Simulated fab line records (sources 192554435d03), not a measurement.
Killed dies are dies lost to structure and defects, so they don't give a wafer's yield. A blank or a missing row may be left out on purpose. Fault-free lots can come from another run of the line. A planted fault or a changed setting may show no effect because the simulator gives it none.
fab line records | flow n5-finfet
record: lots: 10 | wafers: 30 | last-day: 17
route steps=1938 shown GATE_CUT@505 MOL_CONTACT_COAG@517 BEOL_M4@1111
lots untouched by any fault: they come from a run of this same line in which no faults occurred
start-h: hours from the record's first day to the start of the lot's first wafer shown | wait-h: hours elapsed since this lot's preceding step | " repeats the value in the row above | L1.1+2: several wafers, shown together as one row | - no value, or no start given | * or withheld: withheld | < > ~ a bound
route shown NAME@n: names a module that has steps shown in the file, with the first one's number in the route | usual: mean and standard deviation over wafers with no fault | same: alike in all rows | chamber/n: place in a boat | sites: per-site readings | _std_site: the values' standard deviation | _edge_site: mean of outer sites minus mean of inner sites | radius-mm: for every site, how far away it sits from the centre of the wafer | mask NAME#n: copy n | behind: the most recent tool/chamber to have shaped the wafer | hold: cause of the lot's hold/its duration in hours/its outcome | device: transistor that didn't switch, given as n, p or np | end of line: tests of these same wafers at the route's end | where a step has no rows: the recipe by itself | killed: dies that structure and defects cost at the first sort, which is not the same as the wafer's yield | map: the dies of a wafer, with x for killed, . for not killed, _ for no die there
set.NAME: the setting as run; set.NAME@STEP: as run at that earlier step | model.NAME: the simulator's own value behind a step, which no gauge read
one table for each step of the route and one row for each wafer, over a sample of lots
services: from which hour (start-h, from the record's first day; less than 0 if before it) a tool's chamber was out of use, for how many hours, and why
== steps ==
step: N5_GATE_CUT_VAPOR_ETCH_49
recipe: chemistry: BCl3/Cl2 | target: TiAlC | mode: isotropic
usual: drypump-motor-current-A: 5.9/0.43 | oes-product-au: 0.73/0.082
lot.wafer | tool         | chamber | start-h | wait-h | drypump-motor-current-A | oes-product-au
L806.2    | rie-metal-02 | 1       | 90.07   | 0.0    | 6.3                     | 0.67
L806.3    | "            | 1       | "       | "      | 6.3                     | 0.67
L806.4    | "            | 0       | "       | "      | 6.0                     | 0.68
L812.3    | rie-metal-03 | 0       | 120.65  | 0.0    | 6.1                     | 0.82
L812.4    | "            | 1       | "       | "      | 6.0                     | 0.58
L812.5    | "            | 1       | "       | "      | 6.0                     | 0.58
L814.1    | rie-metal-02 | 1       | 135.17  | 0.0    | 6.2                     | 0.67
L814.4    | "            | 0       | "       | "      | 6.0                     | 0.67
L814.6    | "            | 0       | "       | "      | 6.0                     | 0.68
L815.1    | rie-metal-02 | 0       | 138.98  | 0.0    | 6.0                     | 0.67
L815.4    | "            | 0       | "       | "      | 6.0                     | 0.67
L815.5    | "            | 0       | "       | "      | 6.0                     | 0.67
L817.3    | rie-metal-02 | 0       | 149.97  | 0.0    | 6.0                     | 0.67
L817.5    | "            | 0       | "       | "      | 6.0                     | 0.67
L817.6    | "            | 1       | "       | "      | 6.3                     | 0.66
L820.2    | rie-metal-03 | 1       | 171.98  | 0.0    | 6.0                     | 0.93
L820.5    | "            | 0       | "       | "      | 6.1                     | 0.80
L820.6    | "            | 1       | "       | "      | 6.0                     | 0.93
L821.1    | rie-metal-02 | 0       | 173.80  | 0.0    | 6.0                     | 0.67
L821.4    | "            | 0       | "       | "      | 6.0                     | 0.66
L821.6    | "            | 1       | "       | "      | 6.3                     | 0.66
L822.2    | rie-metal-03 | 1       | 179.01  | 0.0    | 6.0                     | 0.93
L822.3    | "            | 1       | "       | "      | 6.0                     | 0.94
L822.6    | "            | 0       | "       | "      | 6.1                     | 0.80
L824.2    | rie-metal-01 | 1       | 196.09  | 0.0    | 5.9                     | 0.70
L824.4    | "            | 0       | "       | "      | 5.0                     | 0.72
L824.5    | "            | 1       | "       | "      | 5.9                     | 0.70
L828.1    | rie-metal-03 | 1       | 221.46  | 0.0    | 6.0                     | 0.90
L828.3    | "            | 0       | "       | "      | 6.1                     | 0.79
L828.6    | "            | 1       | "       | "      | 6.0                     | 0.90
step: N5_GATE_CUT_CMP_23
recipe: stop-on: SiO2 | t-overpolish-s: 23.4 | post-cmp-clean: alkaline-brush | down-force-psi: 2.5 | platen-rpm: 51.8 | pad-velocity-m-s: 1.0307 | target-thk-nm: 16
usual: motor-current-A: 9.8/0.97 | overpolish-run-s: 23.400/0.0091 | time-to-endpoint-s: 18.6/2.1
lot.wafer | tool   | chamber | start-h | wait-h | motor-current-A | overpolish-run-s | time-to-endpoint-s
L806.2    | cmp-01 | 1       | 91.83   | 0.8    | 8.3             | 23.405           | 22.7
L806.3    | "      | 2       | "       | "      | 9.3             | 23.398           | 18.3
L806.4    | "      | 3       | "       | "      | 9.8             | 23.394           | 14.9
L812.3    | cmp-04 | 0       | 122.37  | 0.8    | 7.9             | 23.399           | 14.8
L812.4    | "      | 1       | "       | "      | 10.8            | 23.387           | 15.5
L812.5    | "      | 0       | "       | "      | 8.3             | 23.400           | 14.4
L814.4    | cmp-01 | 1       | 136.90  | 0.0    | 8.2             | 23.396           | 18.6
L814.1    | "      | 2       | "       | "      | 9.2             | 23.405           | 17.5
L814.6    | "      | 1       | "       | "      | 8.4             | 23.390           | 19.7
L815.4    | cmp-03 | 0       | 140.87  | 0.9    | 8.9             | 23.406           | 22.0
L815.1    | "      | 2       | "       | "      | 10.0            | 23.393           | 21.6
L815.5    | "      | 0       | "       | "      | 9.4             | 23.405           | 21.7
L817.3    | cmp-01 | 3       | 151.73  | 0.8    | 10.4            | 23.385           | 17.9
L817.6    | "      | 2       | "       | "      | 9.3             | 23.411           | 21.7
L817.5    | "      | 3       | "       | "      | 9.9             | 23.417           | 20.2
L820.2    | cmp-01 | 3       | 173.74  | 0.8    | 10.2            | 23.401           | 21.0
L820.5    | "      | 3       | "       | "      | 9.8             | 23.395           | 18.6
L820.6    | "      | 0       | "       | "      | 11.2            | 23.397           | 21.0
L821.1    | cmp-03 | 2       | 175.59  | 0.8    | 10.2            | 23.416           | 22.1
L821.4    | "      | 0       | "       | "      | 9.5             | 23.405           | 22.8
L821.6    | "      | 1       | "       | "      | 9.8             | 23.379           | 19.4
L822.3    | cmp-03 | 3       | 180.73  | 0.8    | 9.3             | 23.398           | 20.8
L822.2    | "      | 2       | "       | "      | 9.8             | 23.393           | 19.7
L822.6    | "      | 0       | "       | "      | 9.3             | 23.398           | 19.3
L824.2    | cmp-01 | 3       | 197.86  | 0.8    | 10.2            | 23.403           | 19.7
L824.4    | "      | 0       | "       | "      | 11.3            | 23.410           | 17.9
L824.5    | "      | 2       | "       | "      | 9.8             | 23.396           | 19.0
L828.1    | cmp-01 | 2       | 223.22  | 0.8    | 10.0            | 23.412           | 19.2
L828.3    | "      | 0       | "       | "      | 11.5            | 23.400           | 15.9
L828.6    | "      | 2       | "       | "      | 9.4             | 23.400           | 22.1
step: N5_MOL_CONTACT_COAG_COAT_103
recipe: resist: SOC | temp-c: 250 | time-s: 60 | spin-rpm: 1500 | resist-thk-nm: 80
usual: dispense-pressure-kPa: 55.7/0.56 | heater-power-total-W: 500.2/1.8 | plate-temp-C: 249.98/0.16
lot.wafer | tool           | chamber | start-h | wait-h | dispense-pressure-kPa | heater-power-total-W | plate-temp-C
L806.2    | litho-track-03 | 0       | 92.86   | 0.0    | 56.0                  | 502.9                | 250.01
L806.3    | "              | 0       | "       | "      | 56.0                  | 500.0                | 249.99
L806.4    | "              | 0       | "       | "      | 56.0                  | 502.9                | 250.08
L812.3    | litho-track-05 | 0       | 123.44  | 0.0    | 56.2                  | 500.5                | 249.74
L812.4    | "              | 0       | "       | "      | 56.2                  | 499.9                | 249.87
L812.5    | "              | 0       | "       | "      | 56.2                  | 498.5                | 250.04
L814.1    | litho-track-02 | 0       | 137.96  | 0.0    | 54.9                  | 501.9                | 250.24
L814.4    | "              | 0       | "       | "      | 55.0                  | 500.7                | 250.32
L814.6    | "              | 0       | "       | "      | 54.9                  | 503.3                | 250.11
L815.1    | litho-track-05 | 0       | 141.90  | 0.0    | 56.1                  | 498.7                | 249.85
L815.4    | "              | 0       | "       | "      | 56.1                  | 498.0                | 249.96
L815.5    | "              | 0       | "       | "      | 56.2                  | 498.8                | 249.87
L817.3    | litho-track-03 | 0       | 152.75  | 0.0    | 56.0                  | 498.7                | 250.19
L817.5    | "              | 0       | "       | "      | 56.0                  | 502.4                | 250.28
L817.6    | "              | 0       | "       | "      | 56.0                  | 500.2                | 250.14
L820.2    | litho-track-05 | 0       | 174.81  | 0.0    | 56.2                  | 503.1                | 249.69
L820.5    | "              | 0       | "       | "      | 56.2                  | 499.4                | 249.62
L820.6    | "              | 0       | "       | "      | 56.1                  | 503.3                | 249.95
L821.1    | litho-track-05 | 0       | 176.63  | 0.0    | 56.2                  | 840.5                | 267.41
L821.4    | "              | 0       | "       | "      | 56.2                  | 840.6                | 267.32
L821.6    | "              | 0       | "       | "      | 56.2                  | 840.1                | 267.40
L822.2    | litho-track-05 | 0       | 181.80  | 0.0    | 56.1                  | 837.3                | 267.34
L822.3    | "              | 0       | "       | "      | 56.1                  | 837.1                | 267.24
L822.6    | "              | 0       | "       | "      | 56.1                  | 840.3                | 267.37
L824.2    | litho-track-03 | 0       | 198.89  | 0.0    | 56.1                  | 499.2                | 249.91
L824.4    | "              | 0       | "       | "      | 56.0                  | 499.0                | 250.12
L824.5    | "              | 0       | "       | "      | 56.1                  | 502.5                | 250.11
L828.1    | litho-track-03 | 0       | 224.25  | 0.0    | 56.1                  | 499.1                | 249.94
L828.3    | "              | 0       | "       | "      | 56.1                  | 498.3                | 249.89
L828.6    | "              | 0       | "       | "      | 56.1                  | 497.6                | 250.02
step: N5_MOL_CONTACT_COAG_INSPECT_10
recipe: mode: adi | inspect-instrument: brightfield
usual: raw-defect-count: 78/33
lot.wafer | tool              | chamber | start-h | wait-h | raw-defect-count
L806.2    | defect-inspect-01 | -       | 93.34   | 0.0    | 50
L806.3    | "                 | -       | "       | "      | 36
L806.4    | "                 | -       | "       | "      | 52
L812.3    | defect-inspect-02 | -       | 123.80  | 0.0    | 73
L812.4    | "                 | -       | "       | "      | 72
L812.5    | "                 | -       | "       | "      | 96
L814.1    | defect-inspect-01 | -       | 138.44  | 0.1    | 77
L814.4    | "                 | -       | "       | "      | 50
L814.6    | "                 | -       | "       | "      | 65
L815.1    | defect-inspect-02 | -       | 142.38  | 0.1    | 52
L815.4    | "                 | -       | "       | "      | 47
L815.5    | "                 | -       | "       | "      | 71
L817.3    | defect-inspect-01 | -       | 153.11  | 0.0    | 101
L817.5    | "                 | -       | "       | "      | 159
L817.6    | "                 | -       | "       | "      | 88
L820.2    | defect-inspect-01 | -       | 175.29  | 0.0    | 62
L820.5    | "                 | -       | "       | "      | 72
L820.6    | "                 | -       | "       | "      | 68
L821.1    | defect-inspect-02 | -       | 177.11  | 0.1    | 62
L821.4    | "                 | -       | "       | "      | 63
L821.6    | "                 | -       | "       | "      | 87
L822.2    | defect-inspect-02 | -       | 182.15  | 0.0    | 23
L822.3    | "                 | -       | "       | "      | 38
L822.6    | "                 | -       | "       | "      | 51
L824.2    | defect-inspect-01 | -       | 199.25  | 0.0    | 89
L824.4    | "                 | -       | "       | "      | 68
L824.5    | "                 | -       | "       | "      | 99
L828.1    | defect-inspect-01 | -       | 224.61  | 0.1    | 105
L828.3    | "                 | -       | "       | "      | 80
L828.6    | "                 | -       | "       | "      | 99
step: N5_BEOL_M4_RC_MEAS_101
usual: DIBL_N: 36.3/1.4 | DIBL_P: 36.2/1.5 | IOFF_N: 0.160/0.021 | IOFF_P: 0.211/0.027 | ION_N: 676/7.7 | ION_P: 463/5.5 | SS_N: 71.4/0.57 | SS_P: 73.3/0.58 | VT_N: 249.3/2.5 | VT_P: -250.1/2.6
lot.wafer | tool      | chamber | start-h | wait-h | DIBL_N[mV/V] | DIBL_P[mV/V] | IOFF_N[nA/um] | IOFF_P[nA/um] | ION_N[uA/um] | ION_P[uA/um] | SS_N[mV/dec] | SS_P[mV/dec] | VT_N[mV] | VT_P[mV]
L806.2    | prober-01 | 0       | 163.00  | 0.2    | 34.3         | 34.3         | 0.147         | 0.183         | 673          | 460          | 71.0         | 73.4         | 249.2    | -253.5
L806.3    | "         | 0       | "       | "      | 35.3         | 34.4         | 0.144         | 0.182         | 667          | 455          | 71.3         | 73.5         | 251.0    | -253.1
L806.4    | "         | 0       | "       | "      | 36.3         | 35.6         | 0.168         | 0.192         | 679          | 460          | 72.2         | 73.1         | 247.8    | -251.2
L812.3    | prober-01 | 0       | 205.08  | 0.3    | 38.6         | 37.1         | 0.156         | 0.234         | 668          | 467          | 71.9         | 73.6         | 252.9    | -250.9
L812.4    | "         | 0       | "       | "      | 38.2         | 37.4         | 0.152         | 0.229         | 673          | 469          | 71.0         | 73.6         | 249.7    | -249.4
L812.5    | "         | 0       | "       | "      | 37.8         | 35.5         | 0.137         | 0.201         | 674          | 461          | 71.8         | 73.1         | 253.1    | -250.7
L814.1    | prober-01 | 0       | 217.77  | 0.0    | 35.9         | 37.6         | 0.178         | 0.229         | 687          | 463          | 71.1         | 73.7         | 248.4    | -251.9
L814.4    | "         | 0       | "       | "      | 35.3         | 36.3         | 0.157         | 0.213         | 672          | 461          | 70.7         | 73.3         | 251.2    | -250.3
L814.6    | "         | 0       | "       | "      | 35.4         | 35.6         | 0.154         | 0.201         | 679          | 461          | 70.4         | 73.0         | 248.0    | -248.6
L815.1    | prober-02 | 0       | 222.49  | 0.0    | 34.5         | 35.8         | 0.155         | 0.194         | 687          | 471          | 71.6         | 72.5         | 249.1    | -251.3
L815.4    | "         | 0       | "       | "      | 34.5         | 35.7         | 0.148         | 0.189         | 685          | 462          | 71.3         | 72.8         | 249.6    | -249.6
L815.5    | "         | 0       | "       | "      | 34.8         | 36.1         | 0.159         | 0.199         | 690          | 467          | 71.2         | 73.2         | 249.1    | -253.2
L817.3    | prober-01 | 0       | 238.67  | 0.3    | 34.4         | 35.3         | 0.131         | 0.202         | 670          | 464          | 71.1         | 72.9         | 252.5    | -251.6
L817.5    | "         | 0       | "       | "      | 36.0         | 37.7         | 0.168         | 0.234         | 674          | 470          | 71.9         | 74.5         | 247.5    | -246.9
L817.6    | "         | 0       | "       | "      | 35.0         | 35.8         | 0.136         | 0.205         | 660          | 456          | 71.7         | 73.6         | 252.5    | -250.2
L820.2    | prober-01 | 0       | 249.96  | 0.2    | 36.1         | 35.9         | 0.178         | 0.230         | 679          | 475          | 72.0         | 74.0         | 245.3    | -247.7
L820.5    | "         | 0       | "       | "      | 36.5         | 35.2         | 0.171         | 0.226         | 679          | 467          | 71.3         | 73.6         | 245.6    | -244.8
L820.6    | "         | 0       | "       | "      | 36.4         | 35.9         | 0.180         | 0.238         | 681          | 464          | 71.5         | 73.9         | 246.9    | -247.4
L821.1    | prober-02 | 0       | 260.78  | 0.0    | 35.1         | 33.8         | 0.132         | 0.212         | 677          | 465          | 70.5         | 72.9         | 249.9    | -245.2
L821.4    | "         | 0       | "       | "      | 38.3         | 38.1         | 0.192         | 0.283         | 686          | 475          | 72.5         | 73.9         | 246.7    | -245.0
L821.6    | "         | 0       | "       | "      | 39.6         | 38.9         | 0.220         | 0.301         | 697          | 480          | 72.0         | 74.3         | 242.6    | -244.7
L822.2    | prober-01 | 0       | 265.59  | 0.2    | 38.8         | 38.3         | 0.210         | 0.260         | 679          | 466          | 71.5         | 73.9         | 245.5    | -248.1
L822.3    | "         | 0       | "       | "      | 36.8         | 36.7         | 0.172         | 0.236         | 685          | 462          | 71.6         | 73.6         | 248.6    | -248.9
L822.6    | "         | 0       | "       | "      | 35.9         | 34.8         | 0.150         | 0.195         | 666          | 452          | 71.4         | 73.1         | 250.7    | -251.8
L824.2    | prober-02 | 0       | 283.61  | 0.2    | 35.0         | 34.3         | 0.146         | 0.194         | 679          | 467          | 70.6         | 72.6         | 249.2    | -249.9
L824.4    | "         | 0       | "       | "      | 35.2         | 34.6         | 0.144         | 0.202         | 667          | 462          | 70.2         | 72.6         | 249.8    | -249.2
L824.5    | "         | 0       | "       | "      | 38.0         | 37.7         | 0.191         | 0.251         | 679          | 467          | 70.8         | 73.4         | 243.9    | -248.9
L828.1    | prober-01 | 0       | 308.31  | 0.0    | 36.9         | 37.2         | 0.179         | 0.233         | 680          | 468          | 71.7         | 73.4         | 249.0    | -246.6
L828.3    | "         | 0       | "       | "      | 36.1         | 36.4         | 0.162         | 0.231         | 683          | 469          | 71.4         | 74.0         | 249.9    | -250.1
L828.6    | "         | 0       | "       | "      | 37.2         | 37.9         | 0.189         | 0.242         | 687          | 471          | 72.7         | 74.3         | 247.6    | -248.8
== services ==
tool         | chamber | start-h | hours | kind
cmp-01       | -       | 77.74   | 0.2   | repair
rie-metal-01 | 1       | 77.91   | 5.6   | repair
cmp-04       | -       | 81.23   | 0.3   | repair
rie-metal-01 | 1       | 86.02   | 2.4   | repair
cmp-04       | -       | 87.50   | 0.6   | repair
cmp-04       | -       | 88.29   | 5.5   | pm
cmp-04       | -       | 100.79  | 0.7   | repair
cmp-04       | -       | 104.28  | 4.8   | pm
cmp-01       | -       | 121.17  | 3.7   | repair
rie-metal-03 | 1       | 126.76  | -     | clean
rie-metal-03 | 1       | 126.76  | 19.8  | scheduled-down
cmp-01       | -       | 140.30  | 2.7   | repair
cmp-03       | -       | 148.96  | 0.9   | repair
cmp-01       | -       | 157.30  | 1.3   | repair
cmp-04       | -       | 159.52  | 1.4   | repair
rie-metal-01 | 1       | 161.67  | 9.4   | repair
cmp-04       | -       | 171.25  | 1.6   | repair
cmp-04       | -       | 189.08  | 0.5   | repair
cmp-03       | -       | 193.33  | 4.0   | pm
cmp-03       | -       | 197.70  | 1.8   | repair
cmp-03       | -       | 200.88  | 9.4   | pm
cmp-04       | -       | 200.94  | 6.7   | repair
cmp-03       | -       | 214.96  | 4.3   | pm
cmp-03       | -       | 223.26  | 2.5   | repair
== key ==
first-sign: step: N5_MOL_CONTACT_COAG_COAT_103 | reading: heater-power-total-W | direction: up | sigmas: 99+ | usual: * | struck: *
effect: step: N5_MOL_CONTACT_COAG_COAT_103 | reading: plate-temp-C | direction: up | sigmas: 99+ | usual: * | struck: *
met-at N5_MOL_CONTACT_COAG_COAT_103
struck-lots L821,L822
not-acting-at N5_GATE_CUT_VAPOR_ETCH_49,N5_GATE_CUT_CMP_23,N5_MOL_CONTACT_COAG_INSPECT_10
onset-between 174.81 176.63
fault: kind: process-parameter-drift | tool: litho-track-05 | chamber: - | onset-h: 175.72 | steps: N5_MOL_CONTACT_COAG_COAT_103 | channel: temp-c | offset: * | shape: step | end-h: 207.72 | acts-in: * | stated: *
